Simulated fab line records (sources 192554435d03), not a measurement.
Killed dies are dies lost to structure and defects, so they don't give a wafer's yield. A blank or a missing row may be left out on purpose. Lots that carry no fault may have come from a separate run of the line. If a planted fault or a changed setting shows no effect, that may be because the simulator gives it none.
The same fault as seen by 2 desks :: flow n5_finfet :: each desk holds nothing but its own numbers, with what lay behind them at the end

DESK OF THE TOOL OWNER: pecvd-03
The tool's own readings at N5_BEOL_M3_PECVD_72 (deposits SiO2 from TEOS/O2, target thk 16 nm, time 18 s): means of the sampled wafers that have a number, for each lot that ran on this tool. If a lot's mean is further than 4 standard deviations from the usual mean, the lot is out of limits and carries the mark OUT (the distance appears in the brackets).
Columns: A = heater_power_w at N5_BEOL_M3_PECVD_72, usual 745 W; B = showerhead_plenum_p_Torr at N5_BEOL_M3_PECVD_72, usual 8.85 Torr; C = throttle_valve_pct at N5_BEOL_M3_PECVD_72, usual 22.1 %
lot: L515
first seen here: day 7 12:26
A: 730
B: 8.84
C: 21.5

lot: L518
first seen here: day 8 04:24
A: 755
B: 8.89
C: 21.4

lot: L520
first seen here: day 8 17:21
A: 658
B: 8.85
C: 21.8

lot: L528
first seen here: day 10 19:43
A: 644
B: 8.91
C: 21.5
This desk found nothing out of limits on any of the 4 lots.

AT THE METROLOGY DESK
What the gauges read, lot by lot, whatever tool the lot ran on: means of the sampled wafers that have a number. If a lot's mean is further than 4 standard deviations from the usual mean, the lot is out of limits and carries the mark OUT (the distance appears in the brackets). 7 of its 10 readings are shown, namely those furthest out on some lot.
Columns: A = DIBL_N at N5_BEOL_M4_RC_MEAS_101, usual 35.9 mV/V; B = DIBL_P at N5_BEOL_M4_RC_MEAS_101, usual 36.0 mV/V; C = IOFF_N at N5_BEOL_M4_RC_MEAS_101, usual 0.16 nA/um; D = IOFF_P at N5_BEOL_M4_RC_MEAS_101, usual 0.21 nA/um; E = ION_N at N5_BEOL_M4_RC_MEAS_101, usual 678 uA/um; F = SS_N at N5_BEOL_M4_RC_MEAS_101, usual 71.5 mV/dec; G = VT_N at N5_BEOL_M4_RC_MEAS_101, usual 249 mV
lot: L514
first seen here: day 8 07:40
A: 38.2
B: 37.7
C: 0.21
D: 0.26
E: 695
F: 71.8
G: 244

lot: L515
first seen here: day 8 10:04
A: 35.1
B: 32.7
C: 0.14
D: 0.16
E: 675
F: 71.0
G: 249

lot: L518
first seen here: day 9 03:22
A: 35.4
B: 35.8
C: 0.15
D: 0.19
E: 677
F: 71.5
G: 248

lot: L520
first seen here: day 9 16:58
A: 35.6
B: 36.2
C: 0.17
D: 0.21
E: 689
F: 72.0
G: 246

lot: L522
first seen here: day 10 03:59
A: 36.0
B: 37.6
C: 0.17
D: 0.23
E: 669
F: 71.8
G: 249

lot: L523
first seen here: day 10 10:39
A: 35.0
B: 35.2
C: 0.14
D: 0.17
E: 669
F: 71.2
G: 250

lot: L528
first seen here: day 12 00:59
A: 35.5
B: 35.1
C: 0.15
D: 0.21
E: 683
F: 70.8
G: 248

lot: L531
first seen here: day 12 08:00
A: 34.4
B: 32.9
C: 0.13
D: 0.16
E: 670
F: 70.8
G: 251

lot: L535
first seen here: day 13 22:55
A: 34.0
B: 36.1
C: 0.15
D: 0.23
E: 679
F: 72.1
G: 251

lot: L536
first seen here: day 14 02:04
A: 36.0
B: 35.2
C: 0.15
D: 0.20
E: 686
F: 71.6
G: 249
This desk found nothing out of limits on any of the 10 lots.

PUT TOGETHER
The tool owner's desk saw nothing out of limits.
From the metrology desk's view, nothing was out of limits.

WHAT WAS PUT IN BY THE SIMULATOR
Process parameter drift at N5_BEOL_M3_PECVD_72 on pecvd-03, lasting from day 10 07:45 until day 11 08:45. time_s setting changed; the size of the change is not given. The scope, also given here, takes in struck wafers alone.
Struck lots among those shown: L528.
